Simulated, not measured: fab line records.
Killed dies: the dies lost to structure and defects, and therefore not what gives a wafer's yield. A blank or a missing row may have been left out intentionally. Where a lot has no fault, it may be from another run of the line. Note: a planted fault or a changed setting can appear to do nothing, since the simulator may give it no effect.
Lot-split experiment ; flow n5_finfet ; 21 wafers read across 7 lots, on a route 1938 steps long

## THE SPLIT ITSELF
At N5_BEOL_M11_ILD_DEP_00 (deposits SiCOH lowk from DEMS/porogen, target thk 308.51 nm, time 58 s), the setting time_s was moved away from the recipe's 58 s on 4 of the 21 wafers read, by -5.2% to +14.0%. This setting was run at the recipe's value on the other wafers.

## FROM THE SPLIT ON TO THE READING: in between, the file shows 1 step
- N5_BEOL_M11_CURE_71: cures SiCOH lowk, time 240 s

## THE READING
M11_ILD_THK, in nm, at N5_BEOL_M11_THK_MEAS_01. A value of 267 nm with a standard deviation of 3.4 nm is what fault-free wafers of this fab line usually give.

wafer;tool, chamber at the split;time_s as run, s;against the recipe;M11_ILD_THK, nm;against lot-mates on the recipe
L077.1;pecvd-04, 0;60.66;+4.6%;278;+9
L077.5;pecvd-04, 2;60.66;+4.6%;282;+13
L077.6;pecvd-04, 0;58;recipe;269;-
L078.4;pecvd-02, 0;66.11;+14.0%;309;+38
L078.5;pecvd-02, 1;58;recipe;272;-
L078.6;pecvd-02, 2;58;recipe;270;-
L080.1;pecvd-02, 0;58;recipe;265;-
L080.5;pecvd-02, 0;58;recipe;272;-
L080.6;pecvd-02, 2;58;recipe;265;-
L083.4;pecvd-04, 0;58;recipe;267;-
L083.5;pecvd-04, 2;58;recipe;265;-
L083.6;pecvd-04, 1;58;recipe;264;-
L084.2;pecvd-02, 0;58;recipe;265;-
L084.4;pecvd-02, 1;58;recipe;271;-
L084.6;pecvd-02, 0;54.99;-5.2%;256;-12
L096.3;pecvd-02, 1;58;recipe;268;-
L096.5;pecvd-02, 1;58;recipe;270;-
L096.6;pecvd-02, 0;58;recipe;268;-
L097.2;pecvd-02, 2;58;recipe;265;-
L097.4;pecvd-02, 2;58;recipe;273;-
L097.5;pecvd-02, 0;58;recipe;269;-

THE FIT
A straight line over all 21 wafers: M11_ILD_THK changes by +2.8 nm for each +1% of time_s; r = +0.96; the points scatter about the line by 2.9 nm.
The same after taking each lot's own level away (the mean of its wafers on the recipe; 21 wafers): +2.62 nm for each +1%; r = +0.97; scatter 2.4 nm.
That fit puts the effect of the largest move of time_s on the reading at 37 nm.
Measured against the standard deviation above, the lots' own levels, which go from 265.3 to 271.0 nm, span 1.7 times it.
Hence the lot-to-lot level has little effect on the slope; both slopes agree.
Check: for one of the wafers moved furthest among these (+14.0%), held out of the fit, the line's prediction against its lot-mates is +33.1 nm. It came out at +38 nm against them.

## FURTHER SPLITS ON THESE WAFERS
Note: prior to the reading, these wafers also went through further splits. Each is held against what the fit with the lots' levels taken away leaves over:
other split on the same wafers;wafers away from the commonest value;r with M11_ILD_THK (lot level and that fit taken away)
N5_BEOL_M8_COAT_05 spin_rpm;5;+0.19
N5_BEOL_M10_ILD_DEP_00 time_s;8;-0.05

## THE WHOLE CHAIN: every reading that the file lists as answering this split, in the file's order
step;what it does;reading;change (the file's fit);r (the file's)
N5_BEOL_M11_ILD_DEP_00;deposits SiCOH lowk from DEMS/porogen, target thk 308.51 nm, time 58 s;SiCOH_lowk_of_BEOL_M11_ILD_DEP_00.thk_nm (the simulator's own value, which no gauge read);+2.98 nm for each +1% of the setting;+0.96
N5_BEOL_M11_CURE_71;cures SiCOH lowk, time 240 s;SiCOH_lowk_of_BEOL_M11_ILD_DEP_00.thk_nm (the simulator's own value, which no gauge read);+2.63 nm for each +1% of the setting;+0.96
N5_BEOL_M11_THK_MEAS_01;;M11_ILD_THK;+2.64 for each +1% of the setting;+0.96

## THE FILE'S OWN FIT
M11_ILD_THK changes by +2.64 nm for each +1% of time_s, r = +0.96.
